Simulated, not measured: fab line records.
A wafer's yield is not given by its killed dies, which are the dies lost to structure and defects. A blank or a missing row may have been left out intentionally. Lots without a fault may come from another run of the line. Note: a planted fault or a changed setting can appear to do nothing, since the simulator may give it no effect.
The same fault as seen by 3 desks | flow nand-harc | each desk holds nothing but its own numbers, with what lay behind them at the end

AT THE TOOL OWNER'S DESK: pvd-sputter-01
The tool's own readings at NHARC_THIN_TSV_PVD_51 (deposits Cu, target thk 100 nm): means of the sampled wafers that have a number, for each lot that ran on this tool. The brackets show how far a lot's mean lies from the usual mean; more than 4 standard deviations puts the lot out of limits, marked OUT.
Columns: A = throttle-valve-pct at NHARC_THIN_TSV_PVD_51, usual 30.0 %
lot  | first seen here | A
L201 | day 18 16:44    | 30.3
L206 | day 20 14:37    | 30.0
L208 | day 20 22:41    | 29.5
Result from this desk: across the 3 lots, nothing is out of limits.

FROM THE METROLOGY DESK
Lot by lot, what the gauges showed, no matter which tool ran the lot: averages of those sampled wafers that carry a number. The brackets show how far a lot's mean lies from the usual mean; more than 4 standard deviations puts the lot out of limits, marked OUT.
Columns: A = cd-nm at NHARC_THIN_TSV_CD_MEAS_16, usual 999.6 nm; B = cd-nm at NHARC_THIN_TSV_CD_MEAS_33, usual 5000.2 nm; C = cd-nm at NHARC_THIN_TSV_CD_MEAS_37, usual 4999.9 nm
lot  | first seen here | A      | B      | C
L201 | day 18 14:28    | 1000.0 | 5000.4 | 5000.2
L200 | day 18 18:46    | 1000.8 | 5000.1 | 5001.4
L204 | day 19 17:08    | 1000.3 | 4999.8 | 4999.7
L206 | day 20 12:29    | 998.2  | 4999.0 | 4996.9
L208 | day 20 20:35    | 1002.8 | 4999.8 | 5003.0
L211 | day 21 11:58    | 1000.1 | 4999.9 | 5000.2
Result from this desk: across the 6 lots, nothing is out of limits.

THE DEFECT DESK
Per lot, the means of the sampled wafers with a number show what the inspections along the route counted. The brackets show how far a lot's mean lies from the usual mean; more than 4 standard deviations puts the lot out of limits, marked OUT.
Columns: A = raw-defect-count at NHARC_THIN_TSV_INSPECT_40, usual 467
lot  | first seen here | A
L201 | day 19 01:27    | 350
L200 | day 19 05:35    | 364
L204 | day 20 04:41    | 418
L206 | day 20 23:10    | 437
L208 | day 21 05:48    | 424
L211 | day 21 23:26    | 469
Result from this desk: across the 6 lots, nothing is out of limits.

TAKEN TOGETHER
The desk of the tool owner found nothing out of limits.
Metrology desk: nothing out of limits seen.
Nothing out of limits was seen by the defect desk.

WHAT HAD BEEN PUT IN BY THE SIMULATOR
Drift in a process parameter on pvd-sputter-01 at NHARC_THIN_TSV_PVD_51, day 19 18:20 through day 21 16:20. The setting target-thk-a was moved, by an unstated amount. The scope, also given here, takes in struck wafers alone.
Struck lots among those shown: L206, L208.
